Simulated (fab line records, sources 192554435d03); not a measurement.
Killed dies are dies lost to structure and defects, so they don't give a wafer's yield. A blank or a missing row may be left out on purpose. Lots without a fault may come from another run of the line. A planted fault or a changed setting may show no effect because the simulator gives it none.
Chamber matching | flow n5_finfet | N5_FIN_SAQP_HM_DEP_72 on pecvd-01: 3 sister chambers
The step deposits SiO2 from SiH4/N2O, target thk 12 nm, time 7.2 s. 20 wafers are shown with their chamber, then 10 later ones without.

WAFERS WITH THEIR CHAMBER
wafer  | chamber | showerhead_plenum_p_Torr (Torr) | heater_power_w (W) | heater_power_outer_w (W)
L074.1 | 0       | 8.08                            | 764                | 513
L074.3 | 1       | 8.28                            | 806                | 494
L074.5 | 1       | 8.31                            | 805                | 496
L076.4 | 0       | 8.06                            | 789                | 513
L076.5 | 0       | 8.09                            | 781                | 519
L076.6 | 1       | 8.28                            | 748                | 434
L077.1 | 1       | 8.32                            | 806                | 490
L077.4 | 1       | 8.29                            | 797                | 473
L077.6 | 0       | 8.08                            | 765                | 512
L080.3 | 0       | 8.05                            | 770                | 512
L080.4 | 2       | 8.18                            | 857                | 514
L080.5 | 0       | 8.08                            | 780                | 512
L082.1 | 2       | 8.15                            | 755                | 429
L082.3 | 2       | 8.16                            | 723                | 433
L082.6 | 2       | 8.19                            | 742                | 436
L084.4 | 1       | 8.31                            | 773                | 455
L084.5 | 2       | 8.17                            | 874                | 530
L084.6 | 0       | 8.07                            | 738                | 495
L091.1 | 2       | 8.16                            | 895                | 530
L091.2 | 0       | 8.06                            | 684                | 437

SIGNATURES (means of the wafers above)
reading                  | chamber 0 | chamber 1 | chamber 2 | scatter within a chamber
showerhead_plenum_p_Torr | 8.0713    | 8.2983    | 8.1683    | 0.0151
heater_power_w           | 758.88    | 789.17    | 807.67    | 48.3
heater_power_outer_w     | 501.62    | 473.67    | 478.67    | 35.2
Rule: a wafer's distance from a chamber is the root of the sum, over the readings, of the square of ((its reading less the chamber's mean) divided by the reading's scatter). The wafer belongs to the nearest chamber; if the next one is less than 2 further off, it can't be placed. The scatter: the root of (the sum of the squares of (reading less its chamber's mean) over the shown wafers, divided by (wafers less chambers)).

WAFERS WITHOUT THEIR CHAMBER
wafer  | showerhead_plenum_p_Torr (Torr) | heater_power_w (W) | heater_power_outer_w (W)
L091.3 | 8.28                            | 735                | 432
L092.1 | 8.09                            | 705                | 455
L092.2 | 8.19                            | 818                | 496
L092.5 | 8.29                            | 813                | 498
L095.4 | 8.09                            | 781                | 515
L095.5 | 8.29                            | 724                | 430
L095.6 | 8.16                            | 887                | 531
L097.3 | 8.07                            | 779                | 517
L097.4 | 8.07                            | 764                | 524
L097.5 | 8.29                            | 774                | 460

WHICH CHAMBER EACH WENT THROUGH
wafer  | from the rows above | in truth
L091.3 | 1                   | 1
L092.1 | 0                   | 0
L092.2 | 2                   | 2
L092.5 | 1                   | 1
L095.4 | 0                   | 0
L095.5 | 1                   | 1
L095.6 | 2                   | 2
L097.3 | 0                   | 0
L097.4 | 0                   | 0
L097.5 | 1                   | 1
Placed correctly: 10 of 10. Can't be placed from these rows: 0. Placed wrongly: 0.
